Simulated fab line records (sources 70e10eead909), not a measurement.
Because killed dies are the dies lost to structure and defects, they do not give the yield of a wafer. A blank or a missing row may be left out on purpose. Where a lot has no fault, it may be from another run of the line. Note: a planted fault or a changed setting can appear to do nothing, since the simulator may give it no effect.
fab line records ; flow nand-harc
record lots=24; wafers=72; last-day=25
route steps=1159 shown A_M0@1019 A_M1@1053 A_BONDPAD@1072 THIN_TSV@1118
lots untouched by any fault: they come from a run of this same line in which no faults occurred
start-h: hours from the record's first day to the start of the lot's first wafer shown ; wait-h: time in hours since the lot's previous step ; " repeats the value in the row above ; L1.1+2: several wafers, shown together as one row ; - either no value or no given start ; * or withheld: withheld ; < > ~ a bound
route shown NAME@n: NAME is a module with steps in the file, n the number in the route of the first one ; usual: the fault-free wafers' mean and standard deviation ; same: alike in all rows ; chamber/n: place in a boat ; sites: each site's reading ; _std_site: standard deviation across them ; _edge_site: inner sites' mean taken away from outer sites' mean ; radius-mm: how far each site lies from the wafer's centre ; mask NAME#n: copy n ; behind: the most recent tool/chamber to have shaped the wafer ; hold: cause of the lot's hold/its duration in hours/its outcome ; device: the n, p or np transistor that did not switch ; end of line: tests run on the same wafers once the route is complete ; a step with no rows: only its recipe ; killed: dies that structure and defects cost at the first sort, which is not the same as the wafer's yield ; map: a wafer's dies, x killed, . not, _ none there
set.NAME: the setting as run; set.NAME@STEP: as run at that earlier step ; model.NAME: the simulator's own value behind a step, which no gauge read
one table for each step of the route and one row for each wafer, over a sample of lots
services: the hour from which a tool's chamber was out of use, counted from the record's first day as start-h (under 0 if before that day), plus the number of hours and why
## steps
# step NHARC_A_M0_CMP_23
# recipe t-overpolish-s=20; target-thk-nm=113.75
# usual motor-current-A=11.6/1; retaining-ring-pressure-frac=1.000/0.0049; slurry-flow-ml-min=150.0/0.44; time-to-endpoint-s=28.3/2.6
lot.wafer;tool;chamber;start-h;wait-h;motor-current-A;retaining-ring-pressure-frac;slurry-flow-ml-min;time-to-endpoint-s
L074.2;cmp-02;2;401.58;-;10.9;1.013;149.8;26.4
L074.3;cmp-02;3;401.58;-;12.9;0.997;149.1;25.4
L074.5;cmp-02;1;401.58;-;13.1;1.007;149.8;25.2
L077.2;cmp-02;3;403.10;-;12.2;1.002;150.4;27.1
L077.3;cmp-02;1;403.10;-;13.6;0.993;150.6;27.9
L077.6;cmp-02;2;403.10;-;10.7;1.001;149.8;30.5
L075.3;cmp-03;0;404.20;-;11.9;0.995;150.3;27.9
L075.4;cmp-03;1;404.20;-;10.9;1.000;149.6;29.4
L075.2;cmp-03;3;404.20;-;11.2;0.997;149.4;29.5
L076.1;cmp-03;3;407.15;-;10.6;0.994;150.7;27.0
L076.3;cmp-03;1;407.15;-;10.3;0.997;150.8;29.3
L076.6;cmp-03;3;407.15;-;10.7;1.004;150.3;27.7
L078.3;cmp-03;3;412.61;-;11.0;1.004;150.3;26.6
L078.1;cmp-03;1;412.61;-;10.6;0.999;150.0;29.6
L078.5;cmp-03;3;412.61;-;11.2;0.999;150.0;25.9
L079.1;cmp-03;0;439.84;-;12.3;1.005;149.7;29.1
L079.5;cmp-03;3;439.84;-;10.7;0.998;149.9;29.5
L079.6;cmp-03;0;439.84;-;11.7;1.000;149.6;28.6
L084.4;cmp-03;1;444.84;-;10.4;0.996;149.7;29.3
L084.3;cmp-03;0;444.84;-;12.3;0.999;149.4;28.6
L084.6;cmp-03;2;444.84;-;10.5;0.994;149.9;26.6
L080.4;cmp-03;0;451.34;-;12.8;0.998;150.2;28.1
L080.6;cmp-03;3;451.34;-;11.5;0.995;149.8;27.8
L080.5;cmp-03;0;451.34;-;12.5;0.994;150.2;31.4
L082.4;cmp-02;2;454.11;-;10.8;0.995;150.0;30.8
L082.1;cmp-02;3;454.11;-;12.9;0.997;149.4;26.2
L082.5;cmp-02;1;454.11;-;13.0;0.999;149.7;26.2
L083.2;cmp-03;1;455.05;-;10.6;0.997;149.8;30.3
L083.1;cmp-03;2;455.05;-;10.3;1.000;150.4;29.5
L083.6;cmp-03;3;455.05;-;11.3;0.994;150.1;28.9
L081.3;cmp-04;3;459.67;-;13.0;0.993;150.0;30.9
L081.4;cmp-04;1;459.67;-;13.1;0.996;150.6;23.8
L081.6;cmp-04;0;459.67;-;11.1;1.006;150.5;27.5
L085.3;cmp-04;1;466.19;-;12.0;0.994;150.1;22.7
L085.2;cmp-04;2;466.19;-;10.9;1.001;150.2;25.3
L085.6;cmp-04;3;466.19;-;13.1;1.003;149.1;26.4
L086.2;cmp-03;2;466.88;-;10.3;1.010;150.1;28.2
L086.3;cmp-03;3;466.88;-;11.1;0.996;150.0;24.1
L086.5;cmp-03;1;466.88;-;10.4;0.994;149.4;27.0
L087.4;cmp-04;2;470.13;-;11.2;1.007;150.6;25.5
L087.6;cmp-04;3;470.13;-;12.8;0.995;149.6;26.1
L087.5;cmp-04;0;470.13;-;11.4;0.995;149.7;26.2
L088.4;cmp-04;3;477.06;-;13.1;1.009;149.8;26.4
L088.2;cmp-04;1;477.06;-;12.3;1.006;150.1;21.9
L088.5;cmp-04;0;477.06;-;10.8;1.004;149.8;25.6
L089.3;cmp-03;3;499.89;-;10.8;1.001;150.1;32.5
L089.4;cmp-03;0;499.89;-;11.9;1.005;150.2;30.1
L089.1;cmp-03;2;499.89;-;10.1;1.001;150.1;31.7
L091.4;cmp-03;0;501.55;-;12.0;1.000;149.1;32.0
L091.5;cmp-03;3;501.55;-;10.7;1.000;149.9;29.8
L091.6;cmp-03;0;501.55;-;12.4;0.999;149.7;32.7
L090.3;cmp-04;3;501.84;-;13.3;0.988;150.4;28.9
L090.6;cmp-04;2;501.84;-;11.1;1.001;150.1;28.3
L090.5;cmp-04;3;501.84;-;12.7;0.998;150.3;27.9
L092.3;cmp-02;2;511.40;-;10.6;1.003;149.9;31.2
L092.4;cmp-02;3;511.40;-;12.2;0.997;150.0;27.5
L092.6;cmp-02;1;511.40;-;13.2;1.004;150.3;26.0
L093.3;cmp-04;3;513.48;-;13.5;1.008;150.7;27.4
L093.4;cmp-04;1;513.48;-;12.0;1.006;150.6;21.1
L093.1;cmp-04;2;513.48;-;11.6;0.993;150.5;27.4
L094.4;cmp-03;1;514.57;-;10.2;1.001;149.9;33.6
L094.5;cmp-03;0;514.57;-;11.8;1.004;150.9;34.3
L094.6;cmp-03;1;514.57;-;10.3;1.006;149.3;34.5
L097.1;cmp-04;2;542.68;-;11.7;1.003;149.9;29.2
L097.3;cmp-04;1;542.68;-;12.6;1.004;150.6;22.9
L097.6;cmp-04;2;542.68;-;10.8;1.003;149.6;29.0
L095.1;cmp-03;0;542.76;-;13.1;0.990;149.1;29.2
L095.5;cmp-03;0;542.76;-;11.8;0.993;149.6;29.5
L095.6;cmp-03;1;542.76;-;10.8;1.009;150.1;32.8
L096.1;cmp-02;2;546.49;-;11.4;0.990;149.3;33.2
L096.2;cmp-02;0;546.49;-;12.8;1.000;150.5;31.1
L096.4;cmp-02;1;546.49;-;13.4;0.997;149.8;26.7
# step NHARC_A_M1_THK_MEAS_24
# recipe thk-meas-gauge=xrf
# usual thk-nm=153.8/1.6
lot.wafer;tool;chamber;start-h;wait-h;thk-nm
L074.2;film-metro-02;-;406.20;-;153.6
L074.3;film-metro-02;-;406.20;-;152.1
L074.5;film-metro-02;-;406.20;-;152.8
L077.2;film-metro-02;-;407.61;-;153.4
L077.3;film-metro-02;-;407.61;-;149.9
L077.6;film-metro-02;-;407.61;-;153.1
L075.2;film-metro-01;-;408.65;-;153.9
L075.3;film-metro-01;-;408.65;-;152.3
L075.4;film-metro-01;-;408.65;-;156.0
L076.1;film-metro-02;-;411.71;-;154.3
L076.3;film-metro-02;-;411.71;-;153.6
L076.6;film-metro-02;-;411.71;-;150.7
L078.1;film-metro-01;-;417.03;-;155.6
L078.3;film-metro-01;-;417.03;-;152.5
L078.5;film-metro-01;-;417.03;-;152.8
L079.1;film-metro-02;-;444.33;-;152.3
L079.5;film-metro-02;-;444.33;-;151.9
L079.6;film-metro-02;-;444.33;-;150.2
L084.3;film-metro-02;-;449.32;-;152.4
L084.4;film-metro-02;-;449.32;-;153.2
L084.6;film-metro-02;-;449.32;-;155.2
L080.4;film-metro-01;-;455.90;-;153.1
L080.5;film-metro-01;-;455.90;-;154.4
L080.6;film-metro-01;-;455.90;-;152.0
L082.1;film-metro-01;-;458.60;-;149.9
L082.4;film-metro-01;-;458.60;-;152.4
L082.5;film-metro-01;-;458.60;-;155.5
L083.1;film-metro-02;-;459.69;-;156.9
L083.2;film-metro-02;-;459.69;-;152.2
L083.6;film-metro-02;-;459.69;-;153.9
L081.3;film-metro-02;-;464.18;-;154.7
L081.4;film-metro-02;-;464.18;-;156.4
L081.6;film-metro-02;-;464.18;-;154.0
L085.2;film-metro-01;-;470.97;-;153.4
L085.3;film-metro-01;-;470.97;-;153.8
L085.6;film-metro-01;-;470.97;-;153.8
L086.2;film-metro-01;-;471.33;-;155.2
L086.3;film-metro-01;-;471.33;-;156.0
L086.5;film-metro-01;-;471.33;-;156.1
L087.4;film-metro-01;-;474.47;-;151.8
L087.5;film-metro-01;-;474.47;-;155.1
L087.6;film-metro-01;-;474.47;-;153.7
L088.2;film-metro-01;-;481.58;-;152.7
L088.4;film-metro-01;-;481.58;-;151.5
L088.5;film-metro-01;-;481.58;-;153.9
L089.1;film-metro-01;-;505.45;-;155.5
L089.3;film-metro-01;-;505.45;-;153.5
L089.4;film-metro-01;-;505.45;-;154.5
L090.3;film-metro-01;-;506.47;-;153.9
L090.5;film-metro-01;-;506.47;-;152.8
L090.6;film-metro-01;-;506.47;-;154.5
L091.4;film-metro-01;-;506.74;-;152.9
L091.5;film-metro-01;-;506.74;-;155.0
L091.6;film-metro-01;-;506.74;-;154.0
L092.3;film-metro-02;-;515.92;-;152.0
L092.4;film-metro-02;-;515.92;-;154.2
L092.6;film-metro-02;-;515.92;-;154.4
L093.1;film-metro-02;-;517.98;-;153.6
L093.3;film-metro-02;-;517.98;-;154.7
L093.4;film-metro-02;-;517.98;-;153.7
L094.4;film-metro-01;-;519.03;-;155.2
L094.5;film-metro-01;-;519.03;-;153.4
L094.6;film-metro-01;-;519.03;-;152.0
L097.1;film-metro-01;-;547.10;-;154.3
L097.3;film-metro-01;-;547.10;-;155.8
L097.6;film-metro-01;-;547.10;-;157.8
L095.1;film-metro-01;-;547.40;-;157.0
L095.5;film-metro-01;-;547.40;-;155.8
L095.6;film-metro-01;-;547.40;-;155.8
L096.1;film-metro-02;-;551.04;-;151.4
L096.2;film-metro-02;-;551.04;-;155.0
L096.4;film-metro-02;-;551.04;-;152.1
# step NHARC_A_M1_PRE_CLEAN_32
# recipe time-s=12; temp-c=370; rf-power-w=300; gas=NH3
# usual heater-power-w=617/64; rf-fwd-power-W=292.4/0.89
lot.wafer;tool;chamber;start-h;wait-h;heater-power-w;rf-fwd-power-W
L074.3;pecvd-04;0;406.45;0.1;608;291.6
L074.2;pecvd-04;1;406.45;0.1;675;292.8
L074.5;pecvd-04;1;406.45;0.1;706;293.8
L077.2;pecvd-01;1;407.94;0.2;682;293.5
L077.3;pecvd-01;2;407.94;0.2;567;292.7
L077.6;pecvd-01;2;407.94;0.2;564;292.5
L075.3;pecvd-04;1;408.89;0.1;674;290.6
L075.2;pecvd-04;2;408.89;0.1;514;293.2
L075.4;pecvd-04;1;408.89;0.1;666;292.5
L076.3;pecvd-02;0;411.96;0.1;590;293.2
L076.1;pecvd-02;1;411.96;0.1;626;292.5
L076.6;pecvd-02;1;411.96;0.1;645;292.3
L078.1;pecvd-02;2;417.25;0.1;805;291.9
L078.3;pecvd-02;0;417.25;0.1;602;294.5
L078.5;pecvd-02;1;417.25;0.1;556;292.3
L079.1;pecvd-02;1;444.56;0.1;638;292.4
L079.6;pecvd-02;2;444.56;0.1;676;292.6
L079.5;pecvd-02;0;444.56;0.1;594;291.9
L084.3;pecvd-04;0;449.54;0.1;523;293.5
L084.6;pecvd-04;1;449.54;0.1;670;294.2
L084.4;pecvd-04;2;449.54;0.1;609;290.7
L080.4;pecvd-02;2;456.31;0.2;785;291.9
L080.5;pecvd-02;0;456.31;0.2;629;291.7
L080.6;pecvd-02;1;456.31;0.2;565;292.0
L082.1;pecvd-04;2;458.83;0.1;599;290.2
L082.5;pecvd-04;2;458.83;0.1;581;291.4
L082.4;pecvd-04;1;458.83;0.1;609;290.8
L083.1;pecvd-04;2;459.93;0.1;513;291.0
L083.2;pecvd-04;0;459.93;0.1;576;293.8
L083.6;pecvd-04;1;459.93;0.1;613;291.8
L081.3;pecvd-01;2;464.40;0.1;631;292.0
L081.4;pecvd-01;2;464.40;0.1;620;291.4
L081.6;pecvd-01;1;464.40;0.1;646;291.4
L085.3;pecvd-04;2;471.19;0.1;591;291.8
L085.2;pecvd-04;1;471.19;0.1;628;294.1
L085.6;pecvd-04;0;471.19;0.1;609;292.8
L086.3;pecvd-01;0;471.56;0.1;641;291.7
L086.2;pecvd-01;1;471.56;0.1;670;292.3
L086.5;pecvd-01;2;471.56;0.1;627;293.3
L087.4;pecvd-01;1;474.88;0.2;650;292.2
L087.6;pecvd-01;2;474.88;0.2;590;293.9
L087.5;pecvd-01;0;474.88;0.2;637;292.0
L088.2;pecvd-04;2;481.80;0.1;498;291.8
L088.4;pecvd-04;2;481.80;0.1;498;292.3
L088.5;pecvd-04;0;481.80;0.1;531;292.8
L089.1;pecvd-01;1;505.69;0.1;691;294.5
L089.3;pecvd-01;2;505.69;0.1;645;292.2
L089.4;pecvd-01;0;505.69;0.1;658;292.2
L090.3;pecvd-02;2;506.74;0.1;792;293.4
L090.6;pecvd-02;0;506.74;0.1;608;291.3
L090.5;pecvd-02;1;506.74;0.1;573;292.1
L091.4;pecvd-04;2;507.00;0.1;565;292.2
L091.6;pecvd-04;0;507.00;0.1;598;293.3
L091.5;pecvd-04;1;507.00;0.1;645;292.2
L092.3;pecvd-04;2;516.17;0.1;569;293.4
L092.6;pecvd-04;2;516.17;0.1;590;293.4
L092.4;pecvd-04;1;516.17;0.1;630;293.6
L093.1;pecvd-04;1;518.77;0.6;636;293.9
L093.3;pecvd-04;0;518.77;0.6;555;292.8
L093.4;pecvd-04;0;518.77;0.6;566;292.4
L094.4;pecvd-04;2;519.31;0.1;513;292.5
L094.5;pecvd-04;0;519.31;0.1;505;291.8
L094.6;pecvd-04;1;519.31;0.1;604;292.2
L097.3;pecvd-04;2;547.34;0.1;545;292.9
L097.1;pecvd-04;1;547.34;0.1;600;292.7
L097.6;pecvd-04;2;547.34;0.1;548;292.5
L095.1;pecvd-01;0;547.63;0.1;652;290.7
L095.5;pecvd-01;1;547.63;0.1;676;291.3
L095.6;pecvd-01;2;547.63;0.1;640;292.8
L096.1;pecvd-02;0;551.27;0.1;628;291.7
L096.2;pecvd-02;2;551.27;0.1;768;291.8
L096.4;pecvd-02;1;551.27;0.1;588;291.1
# step NHARC_A_BONDPAD_CD_MEAS_09
# recipe target-cd-nm=500; landing-energy-ev=500
# usual cd-nm=501.5/2.6
lot.wafer;tool;chamber;start-h;wait-h;cd-nm
L074.2;cd-sem-02;0;408.18;-;498.7
L074.3;cd-sem-02;0;408.18;-;505.7
L074.5;cd-sem-02;0;408.18;-;504.6
L077.2;cd-sem-02;0;410.00;-;502.8
L077.3;cd-sem-02;0;410.00;-;505.4
L077.6;cd-sem-02;0;410.00;-;499.6
L075.2;cd-sem-03;0;410.63;-;500.0
L075.3;cd-sem-03;0;410.63;-;505.5
L075.4;cd-sem-03;0;410.63;-;506.0
L076.1;cd-sem-02;0;413.80;-;503.2
L076.3;cd-sem-02;0;413.80;-;498.5
L076.6;cd-sem-02;0;413.80;-;499.4
L078.1;cd-sem-02;0;418.99;-;500.7
L078.3;cd-sem-02;0;418.99;-;504.5
L078.5;cd-sem-02;0;418.99;-;499.7
L079.1;cd-sem-02;0;446.42;-;500.3
L079.5;cd-sem-02;0;446.42;-;499.3
L079.6;cd-sem-02;0;446.42;-;502.5
L084.3;cd-sem-02;0;451.41;-;500.4
L084.4;cd-sem-02;0;451.41;-;498.4
L084.6;cd-sem-02;0;451.41;-;499.7
L080.4;cd-sem-02;0;458.16;-;494.9
L080.5;cd-sem-02;0;458.16;-;502.2
L080.6;cd-sem-02;0;458.16;-;499.6
L082.1;cd-sem-03;0;460.71;-;499.6
L082.4;cd-sem-03;0;460.71;-;502.0
L082.5;cd-sem-03;0;460.71;-;503.1
L083.1;cd-sem-03;0;461.84;-;503.6
L083.2;cd-sem-03;0;461.84;-;499.0
L083.6;cd-sem-03;0;461.84;-;502.1
L081.3;cd-sem-02;0;466.27;-;503.9
L081.4;cd-sem-02;0;466.27;-;503.0
L081.6;cd-sem-02;0;466.27;-;504.7
L085.2;cd-sem-01;0;473.09;-;504.0
L085.3;cd-sem-01;0;473.09;-;503.0
L085.6;cd-sem-01;0;473.09;-;503.2
L086.2;cd-sem-03;0;473.31;-;501.6
L086.3;cd-sem-03;0;473.31;-;500.4
L086.5;cd-sem-03;0;473.31;-;502.4
L087.4;cd-sem-02;0;476.72;-;502.1
L087.5;cd-sem-02;0;476.72;-;498.7
L087.6;cd-sem-02;0;476.72;-;501.7
L088.2;cd-sem-02;0;483.53;-;502.4
L088.4;cd-sem-02;0;483.53;-;503.8
L088.5;cd-sem-02;0;483.53;-;498.9
L089.1;cd-sem-03;0;507.41;-;500.1
L089.3;cd-sem-03;0;507.41;-;499.4
L089.4;cd-sem-03;0;507.41;-;502.9
L090.3;cd-sem-02;0;508.63;-;503.0
L090.5;cd-sem-02;0;508.63;-;499.3
L090.6;cd-sem-02;0;508.63;-;504.0
L091.4;cd-sem-01;0;508.87;-;502.4
L091.5;cd-sem-01;0;508.87;-;499.7
L091.6;cd-sem-01;0;508.87;-;502.6
L092.3;cd-sem-01;0;517.94;-;502.2
L092.4;cd-sem-01;0;517.94;-;498.1
L092.6;cd-sem-01;0;517.94;-;504.2
L093.1;cd-sem-01;0;520.63;-;497.3
L093.3;cd-sem-01;0;520.63;-;504.1
L093.4;cd-sem-01;0;520.63;-;502.4
L094.4;cd-sem-01;0;521.13;-;498.3
L094.5;cd-sem-01;0;521.13;-;502.0
L094.6;cd-sem-01;0;521.13;-;502.6
L097.1;cd-sem-03;0;549.19;-;501.1
L097.3;cd-sem-03;0;549.19;-;500.6
L097.6;cd-sem-03;0;549.19;-;501.1
L095.1;cd-sem-03;0;549.48;-;499.1
L095.5;cd-sem-03;0;549.48;-;498.0
L095.6;cd-sem-03;0;549.48;-;496.9
L096.1;cd-sem-03;0;552.99;-;502.2
L096.2;cd-sem-03;0;552.99;-;499.0
L096.4;cd-sem-03;0;552.99;-;503.2
# step NHARC_A_BONDPAD_CD_MEAS_13
# usual cd-nm=501.0/2.8
lot.wafer;tool;chamber;start-h;wait-h;cd-nm
L074.2;cd-sem-03;-;408.71;-;497.2
L074.3;cd-sem-03;-;408.71;-;505.0
L074.5;cd-sem-03;-;408.71;-;503.5
L077.2;cd-sem-02;-;410.59;-;504.0
L077.3;cd-sem-02;-;410.59;-;503.5
L077.6;cd-sem-02;-;410.59;-;502.4
L075.2;cd-sem-03;-;411.17;-;499.9
L075.3;cd-sem-03;-;411.17;-;504.2
L075.4;cd-sem-03;-;411.17;-;506.3
L076.1;cd-sem-01;-;414.32;-;503.4
L076.3;cd-sem-01;-;414.32;-;497.5
L076.6;cd-sem-01;-;414.32;-;498.2
L078.1;cd-sem-01;-;419.52;-;499.5
L078.3;cd-sem-01;-;419.52;-;503.9
L078.5;cd-sem-01;-;419.52;-;499.0
L079.1;cd-sem-02;-;446.95;-;499.0
L079.5;cd-sem-02;-;446.95;-;499.6
L079.6;cd-sem-02;-;446.95;-;502.5
L084.3;cd-sem-02;-;452.09;-;499.8
L084.4;cd-sem-02;-;452.09;-;497.5
L084.6;cd-sem-02;-;452.09;-;500.6
L080.4;cd-sem-03;-;458.69;-;493.9
L080.5;cd-sem-03;-;458.69;-;502.6
L080.6;cd-sem-03;-;458.69;-;498.2
L082.1;cd-sem-01;-;461.24;-;500.0
L082.4;cd-sem-01;-;461.24;-;501.4
L082.5;cd-sem-01;-;461.24;-;502.4
L083.1;cd-sem-03;-;462.37;-;503.6
L083.2;cd-sem-03;-;462.37;-;498.3
L083.6;cd-sem-03;-;462.37;-;501.3
L081.3;cd-sem-02;-;466.80;-;502.7
L081.4;cd-sem-02;-;466.80;-;502.3
L081.6;cd-sem-02;-;466.80;-;503.1
L085.2;cd-sem-01;-;473.66;-;502.6
L085.3;cd-sem-01;-;473.66;-;502.7
L085.6;cd-sem-01;-;473.66;-;501.9
L086.2;cd-sem-01;-;473.97;-;501.6
L086.3;cd-sem-01;-;473.97;-;500.0
L086.5;cd-sem-01;-;473.97;-;503.3
L087.4;cd-sem-02;-;477.26;-;502.3
L087.5;cd-sem-02;-;477.26;-;498.1
L087.6;cd-sem-02;-;477.26;-;501.4
L088.2;cd-sem-01;-;484.06;-;500.3
L088.4;cd-sem-01;-;484.06;-;503.3
L088.5;cd-sem-01;-;484.06;-;497.5
L089.1;cd-sem-02;-;507.95;-;499.4
L089.3;cd-sem-02;-;507.95;-;499.8
L089.4;cd-sem-02;-;507.95;-;501.6
L090.3;cd-sem-01;-;509.16;-;502.5
L090.5;cd-sem-01;-;509.16;-;498.9
L090.6;cd-sem-01;-;509.16;-;502.5
L091.4;cd-sem-03;-;509.42;-;502.0
L091.5;cd-sem-03;-;509.42;-;497.6
L091.6;cd-sem-03;-;509.42;-;503.2
L092.3;cd-sem-01;-;518.48;-;501.9
L092.4;cd-sem-01;-;518.48;-;496.6
L092.6;cd-sem-01;-;518.48;-;503.5
L093.1;cd-sem-02;-;521.34;-;495.3
L093.3;cd-sem-02;-;521.34;-;505.0
L093.4;cd-sem-02;-;521.34;-;502.3
L094.4;cd-sem-03;-;521.93;-;496.3
L094.5;cd-sem-03;-;521.93;-;500.4
L094.6;cd-sem-03;-;521.93;-;500.5
L097.1;cd-sem-03;-;549.72;-;502.8
L097.3;cd-sem-03;-;549.72;-;500.1
L097.6;cd-sem-03;-;549.72;-;500.0
L095.1;cd-sem-02;-;550.00;-;498.3
L095.5;cd-sem-02;-;550.00;-;497.4
L095.6;cd-sem-02;-;550.00;-;496.7
L096.1;cd-sem-02;-;553.52;-;501.0
L096.2;cd-sem-02;-;553.52;-;498.1
L096.4;cd-sem-02;-;553.52;-;503.5
# step NHARC_THIN_TSV_DESCUM_14
# recipe time-s=3; o2-flow-sccm=200; ar-flow-sccm=0; bias-power-w=0; chemistry=O2
# usual drypump-motor-current-A=5.5/0.51; oes-product-au=1.002/0.012; rf-vpp-V=57.8/0.93; showerhead-plenum-p-Torr=1.93/0.083; throttle-valve-pct=11.310/0.0096
lot.wafer;tool;chamber;start-h;wait-h;drypump-motor-current-A;oes-product-au;rf-hours-counter-h;rf-vpp-V;showerhead-plenum-p-Torr;throttle-valve-pct
L077.2;rie-diel-08;3;428.34;-;5.3;1.001;7;59.3;1.95;11.308
L077.3;rie-diel-08;2;428.34;-;5.7;0.980;7;56.7;1.78;11.309
L077.6;rie-diel-08;0;428.34;-;5.2;0.999;-;58.7;2.01;11.306
L074.2;rie-diel-06;2;429.45;-;5.7;0.993;0;57.6;1.89;11.307
L074.3;rie-diel-06;3;429.45;-;6.4;0.999;0;57.0;1.91;11.312
L074.5;rie-diel-06;3;429.45;-;6.4;1.003;-;56.9;1.91;11.307
L075.3;rie-diel-06;0;430.84;-;5.1;0.997;0;58.6;2.04;11.310
L075.4;rie-diel-06;2;430.84;-;5.7;1.000;0;56.3;1.89;11.316
L075.2;rie-diel-06;3;430.84;-;6.4;1.002;0;56.9;1.91;11.317
L076.1;rie-diel-08;2;431.71;-;5.8;0.986;7;56.8;1.78;11.315
L076.3;rie-diel-08;0;431.71;-;5.2;1.002;5;59.0;2.01;11.293
L076.6;rie-diel-08;3;431.71;-;5.3;1.005;-;57.6;1.95;11.305
L078.3;rie-diel-06;1;439.23;-;4.8;1.008;1;57.4;2.02;11.302
L078.1;rie-diel-06;3;439.23;-;6.4;1.010;1;57.4;1.91;11.298
L078.5;rie-diel-06;0;439.23;-;5.1;1.010;-;59.0;2.04;11.306
L079.1;rie-diel-06;3;463.00;-;6.4;0.994;2;57.3;1.91;11.305
L079.6;rie-diel-06;2;463.00;-;5.7;0.998;-;57.8;1.89;11.309
L079.5;rie-diel-06;3;463.00;-;6.4;0.991;-;56.4;1.91;11.290
L084.3;rie-diel-10;3;467.41;-;5.4;0.999;12;57.4;1.87;11.318
L084.4;rie-diel-10;3;467.41;-;5.4;1.002;-;57.0;1.87;11.298
L084.6;rie-diel-10;2;467.41;-;6.3;0.995;-;57.7;1.84;11.318
L080.4;rie-diel-06;0;473.62;-;5.1;1.010;3;58.7;2.04;11.308
L080.5;rie-diel-06;3;473.62;-;6.4;0.986;-;58.3;1.91;11.316
L080.6;rie-diel-06;0;473.62;-;5.1;1.009;-;57.3;2.04;11.317
L082.4;rie-diel-08;2;474.77;-;5.8;0.994;10;59.2;1.78;11.301
L082.1;rie-diel-08;3;474.77;-;5.3;0.997;9;57.8;1.95;11.305
L082.5;rie-diel-08;2;474.77;-;5.8;0.994;-;55.8;1.78;11.289
L083.2;rie-diel-08;1;475.99;-;5.9;1.010;10;56.7;1.86;11.308
L083.1;rie-diel-08;3;475.99;-;5.3;0.999;10;58.4;1.95;11.315
L083.6;rie-diel-08;2;475.99;-;5.8;0.995;-;56.9;1.78;11.346
L081.3;rie-diel-06;3;481.72;-;6.4;0.986;4;58.2;1.90;11.322
L081.4;rie-diel-06;1;481.72;-;4.8;1.014;3;59.4;2.02;11.307
L081.6;rie-diel-06;0;481.72;-;5.1;0.988;-;58.0;2.04;11.299
L087.4;rie-diel-06;2;489.53;-;5.7;0.979;4;58.2;1.89;11.308
L087.6;rie-diel-06;3;489.53;-;6.5;0.974;-;58.6;1.90;11.297
L087.5;rie-diel-06;0;489.53;-;5.1;0.987;-;58.2;2.04;11.313
L085.2;rie-diel-10;0;490.73;-;5.5;0.981;12;57.7;1.90;11.318
L085.3;rie-diel-10;2;490.73;-;6.3;1.007;15;56.5;1.84;11.309
L085.6;rie-diel-10;0;490.73;-;5.5;0.984;-;59.1;1.90;11.321
L086.2;rie-diel-08;1;491.89;-;5.9;1.020;1;58.2;1.86;11.293
L086.3;rie-diel-08;0;491.89;-;5.2;1.008;0;56.4;2.01;11.315
L086.5;rie-diel-08;1;491.89;-;5.9;1.017;-;57.3;1.86;11.307
L088.2;rie-diel-10;1;498.97;-;4.6;1.009;15;57.0;2.02;11.302
L088.4;rie-diel-10;3;498.97;-;5.4;1.014;16;57.5;1.87;11.305
L088.5;rie-diel-10;1;498.97;-;4.6;1.005;-;58.1;2.02;11.303
L089.1;rie-diel-06;0;525.35;-;5.1;0.998;5;60.1;2.04;11.318
L089.3;rie-diel-06;1;525.35;-;4.8;1.009;7;59.3;2.01;11.320
L089.4;rie-diel-06;3;525.35;-;6.4;0.983;8;57.6;1.90;11.325
L090.3;rie-diel-08;0;526.63;-;5.2;1.002;3;57.0;2.01;11.324
L090.5;rie-diel-08;3;526.63;-;5.2;1.027;-;58.8;1.95;11.308
L090.6;rie-diel-08;1;526.63;-;5.9;1.016;-;56.5;1.86;11.310
L091.4;rie-diel-10;0;527.78;-;5.6;0.986;15;57.2;1.90;11.311
L091.6;rie-diel-10;3;527.78;-;5.4;1.002;-;58.9;1.87;11.305
L091.5;rie-diel-10;0;527.78;-;5.5;0.982;-;57.4;1.90;11.319
L092.3;rie-diel-06;3;533.55;-;6.4;0.987;8;59.2;1.90;11.310
L092.4;rie-diel-06;0;533.55;-;5.1;1.000;6;59.7;2.04;11.307
L092.6;rie-diel-06;1;533.55;-;4.8;1.001;-;59.3;2.01;11.314
L093.3;rie-diel-08;1;534.70;-;5.9;1.018;5;57.1;1.86;11.309
L093.1;rie-diel-08;2;534.70;-;5.8;1.003;3;56.9;1.78;11.294
L093.4;rie-diel-08;3;534.70;-;5.3;1.018;4;56.8;1.95;11.304
L094.4;rie-diel-08;2;537.54;-;5.8;1.005;3;56.6;1.78;11.308
L094.6;rie-diel-08;3;537.54;-;5.3;1.026;-;57.9;1.95;11.319
L094.5;rie-diel-08;0;537.54;-;5.2;1.015;-;58.7;2.00;11.308
L097.3;rie-diel-08;0;564.73;-;5.2;1.006;6;56.7;2.00;11.311
L097.1;rie-diel-08;1;564.73;-;5.9;1.012;6;58.1;1.86;11.311
L097.6;rie-diel-08;2;564.73;-;5.8;0.995;-;56.6;1.78;11.312
L095.1;rie-diel-06;1;565.89;-;4.8;1.016;9;57.6;2.01;11.308
L095.5;rie-diel-06;1;565.89;-;4.8;1.002;-;58.2;2.01;11.314
L095.6;rie-diel-06;2;565.89;-;5.7;0.997;-;57.7;1.89;11.287
L096.2;rie-diel-08;1;568.59;-;5.9;1.016;7;57.3;1.86;11.303
L096.4;rie-diel-08;2;568.59;-;5.7;1.005;6;58.3;1.78;11.327
L096.1;rie-diel-08;0;568.59;-;5.2;0.997;6;57.4;2.00;11.329
## services
tool;chamber;start-h;hours;kind
rie-diel-06;-;379.04;0.3;repair
cmp-03;-;382.90;4.0;pm
cmp-03;-;388.46;1.7;repair
rie-diel-08;0;392.51;9.5;repair
cmp-04;-;399.75;4.0;pm
pecvd-04;0;416.91;15.0;repair
pecvd-01;-;418.20;13.0;pm
rie-diel-06;-;418.20;9.0;pm
pecvd-02;1;422.53;6.2;repair
cmp-04;-;446.46;1.9;repair
rie-diel-08;-;478.93;9.0;pm
cmp-03;-;480.90;4.0;pm
pecvd-04;-;490.51;1.0;repair
rie-diel-06;0;491.11;26.0;repair
cmp-04;-;497.75;4.0;pm
rie-diel-08;2;502.85;2.9;repair
rie-diel-08;2;514.90;14.8;repair
cmp-04;-;534.55;1.5;repair
rie-diel-08;3;540.07;6.1;repair
rie-diel-06;0;542.39;5.8;repair
cmp-04;-;543.09;1.3;repair
rie-diel-06;1;545.10;5.7;repair
pecvd-04;-;551.55;1.5;repair
pecvd-04;-;557.11;13.0;pm
## key
fault none
